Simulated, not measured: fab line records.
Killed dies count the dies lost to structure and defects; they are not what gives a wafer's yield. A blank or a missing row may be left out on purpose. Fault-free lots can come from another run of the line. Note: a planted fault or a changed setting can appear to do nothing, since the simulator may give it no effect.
Matching of chambers :: flow n5-finfet :: pecvd-01 running N5_BEOL_M6_ILD_DEP_00: 3 sister chambers
The step deposits SiCOH lowk from DEMS/porogen, target thk 179.75 nm, time 33.4 s. 24 wafers are shown with their chamber, then 12 later ones without.

== WAFERS, EACH WITH ITS CHAMBER ==
wafer: L074.1
chamber: 0
showerhead-plenum-p-Torr (Torr): 5.746
heater-power-w (W): 308
throttle-valve-pct (%): 13.6

wafer: L074.2
chamber: 2
showerhead-plenum-p-Torr (Torr): 5.741
heater-power-w (W): 265
throttle-valve-pct (%): 13.6

wafer: L074.5
chamber: 1
showerhead-plenum-p-Torr (Torr): 5.752
heater-power-w (W): 300
throttle-valve-pct (%): 13.6

wafer: L075.3
chamber: 0
showerhead-plenum-p-Torr (Torr): 5.752
heater-power-w (W): 287
throttle-valve-pct (%): 13.6

wafer: L075.4
chamber: 0
showerhead-plenum-p-Torr (Torr): 5.740
heater-power-w (W): 290
throttle-valve-pct (%): 13.4

wafer: L075.5
chamber: 2
showerhead-plenum-p-Torr (Torr): 5.742
heater-power-w (W): 266
throttle-valve-pct (%): 13.7

wafer: L076.1
chamber: 2
showerhead-plenum-p-Torr (Torr): 5.736
heater-power-w (W): 273
throttle-valve-pct (%): 13.3

wafer: L076.2
chamber: 1
showerhead-plenum-p-Torr (Torr): 5.746
heater-power-w (W): 314
throttle-valve-pct (%): 13.3

wafer: L076.3
chamber: 0
showerhead-plenum-p-Torr (Torr): 5.752
heater-power-w (W): 310
throttle-valve-pct (%): 13.4

wafer: L077.3
chamber: 2
showerhead-plenum-p-Torr (Torr): 5.734
heater-power-w (W): 274
throttle-valve-pct (%): 13.7

wafer: L077.4
chamber: 1
showerhead-plenum-p-Torr (Torr): 5.746
heater-power-w (W): 290
throttle-valve-pct (%): 13.6

wafer: L077.5
chamber: 2
showerhead-plenum-p-Torr (Torr): 5.746
heater-power-w (W): 268
throttle-valve-pct (%): 13.4

wafer: L079.2
chamber: 0
showerhead-plenum-p-Torr (Torr): 5.745
heater-power-w (W): 325
throttle-valve-pct (%): 13.7

wafer: L079.3
chamber: 2
showerhead-plenum-p-Torr (Torr): 5.747
heater-power-w (W): 294
throttle-valve-pct (%): 13.5

wafer: L079.4
chamber: 1
showerhead-plenum-p-Torr (Torr): 5.760
heater-power-w (W): 319
throttle-valve-pct (%): 13.5

wafer: L078.1
chamber: 1
showerhead-plenum-p-Torr (Torr): 5.748
heater-power-w (W): 323
throttle-valve-pct (%): 13.4

wafer: L078.3
chamber: 0
showerhead-plenum-p-Torr (Torr): 5.748
heater-power-w (W): 297
throttle-valve-pct (%): 13.7

wafer: L078.4
chamber: 2
showerhead-plenum-p-Torr (Torr): 5.736
heater-power-w (W): 244
throttle-valve-pct (%): 13.5

wafer: L082.1
chamber: 2
showerhead-plenum-p-Torr (Torr): 5.738
heater-power-w (W): 268
throttle-valve-pct (%): 13.5

wafer: L082.3
chamber: 1
showerhead-plenum-p-Torr (Torr): 5.764
heater-power-w (W): 259
throttle-valve-pct (%): 13.4

wafer: L082.4
chamber: 0
showerhead-plenum-p-Torr (Torr): 5.748
heater-power-w (W): 319
throttle-valve-pct (%): 13.4

wafer: L088.1
chamber: 0
showerhead-plenum-p-Torr (Torr): 5.742
heater-power-w (W): 300
throttle-valve-pct (%): 13.5

wafer: L088.2
chamber: 2
showerhead-plenum-p-Torr (Torr): 5.733
heater-power-w (W): 278
throttle-valve-pct (%): 13.8

wafer: L088.5
chamber: 1
showerhead-plenum-p-Torr (Torr): 5.752
heater-power-w (W): 332
throttle-valve-pct (%): 13.5

SIGNATURES (averages over the wafers above)
reading: showerhead-plenum-p-Torr
chamber 0: 5.74662
chamber 1: 5.75257
chamber 2: 5.73922
scatter within a chamber: 0.00547

reading: heater-power-w
chamber 0: 304.50
chamber 1: 305.29
chamber 2: 270.00
scatter within a chamber: 17.4

reading: throttle-valve-pct
chamber 0: 13.537
chamber 1: 13.471
chamber 2: 13.556
scatter within a chamber: 0.137
Rule: a wafer lies at a distance from a chamber equal to the root of the sum of squares, over the readings, of (its reading less the chamber's mean, divided by the reading's scatter). The wafer belongs to the nearest chamber; if the next one is less than 2 further off, it can't be placed. The scatter: the root of (the sum of the squares of (reading less its chamber's mean) over the shown wafers, divided by (wafers less chambers)).

== WAFERS WITH NO CHAMBER GIVEN ==
wafer: L089.2
showerhead-plenum-p-Torr (Torr): 5.747
heater-power-w (W): 282
throttle-valve-pct (%): 13.4

wafer: L089.5
showerhead-plenum-p-Torr (Torr): 5.755
heater-power-w (W): 326
throttle-valve-pct (%): 13.3

wafer: L089.6
showerhead-plenum-p-Torr (Torr): 5.736
heater-power-w (W): 260
throttle-valve-pct (%): 13.7

wafer: L094.2
showerhead-plenum-p-Torr (Torr): 5.733
heater-power-w (W): 284
throttle-valve-pct (%): 13.8

wafer: L094.3
showerhead-plenum-p-Torr (Torr): 5.764
heater-power-w (W): 294
throttle-valve-pct (%): 13.1

wafer: L094.4
showerhead-plenum-p-Torr (Torr): 5.749
heater-power-w (W): 224
throttle-valve-pct (%): 13.7

wafer: L095.4
showerhead-plenum-p-Torr (Torr): 5.747
heater-power-w (W): 273
throttle-valve-pct (%): 13.8

wafer: L095.5
showerhead-plenum-p-Torr (Torr): 5.741
heater-power-w (W): 247
throttle-valve-pct (%): 13.7

wafer: L095.6
showerhead-plenum-p-Torr (Torr): 5.762
heater-power-w (W): 332
throttle-valve-pct (%): 13.6

wafer: L096.1
showerhead-plenum-p-Torr (Torr): 5.750
heater-power-w (W): 313
throttle-valve-pct (%): 13.4

wafer: L096.3
showerhead-plenum-p-Torr (Torr): 5.751
heater-power-w (W): 303
throttle-valve-pct (%): 13.5

wafer: L096.5
showerhead-plenum-p-Torr (Torr): 5.747
heater-power-w (W): 299
throttle-valve-pct (%): 13.8

== EACH ONE'S CHAMBER ==
wafer: L089.2
from the rows above: can't be placed: 0 or 1 or 2
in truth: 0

wafer: L089.5
from the rows above: can't be placed: 1 or 0
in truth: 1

wafer: L089.6
from the rows above: 2
in truth: 2

wafer: L094.2
from the rows above: can't be placed: 2 or 0
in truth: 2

wafer: L094.3
from the rows above: can't be placed: 1 or 0
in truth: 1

wafer: L094.4
from the rows above: can't be placed: 2 or 0 or 1
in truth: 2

wafer: L095.4
from the rows above: can't be placed: 2 or 0 or 1
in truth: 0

wafer: L095.5
from the rows above: can't be placed: 2 or 0
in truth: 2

wafer: L095.6
from the rows above: can't be placed: 1 or 0
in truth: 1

wafer: L096.1
from the rows above: can't be placed: 1 or 0
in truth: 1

wafer: L096.3
from the rows above: can't be placed: 1 or 0
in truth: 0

wafer: L096.5
from the rows above: can't be placed: 0 or 1 or 2
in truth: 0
Correctly placed: 1 of 12. From these rows, 11 cannot be placed; in 11 the true chamber is one of the candidates. Wrongly placed: 0.
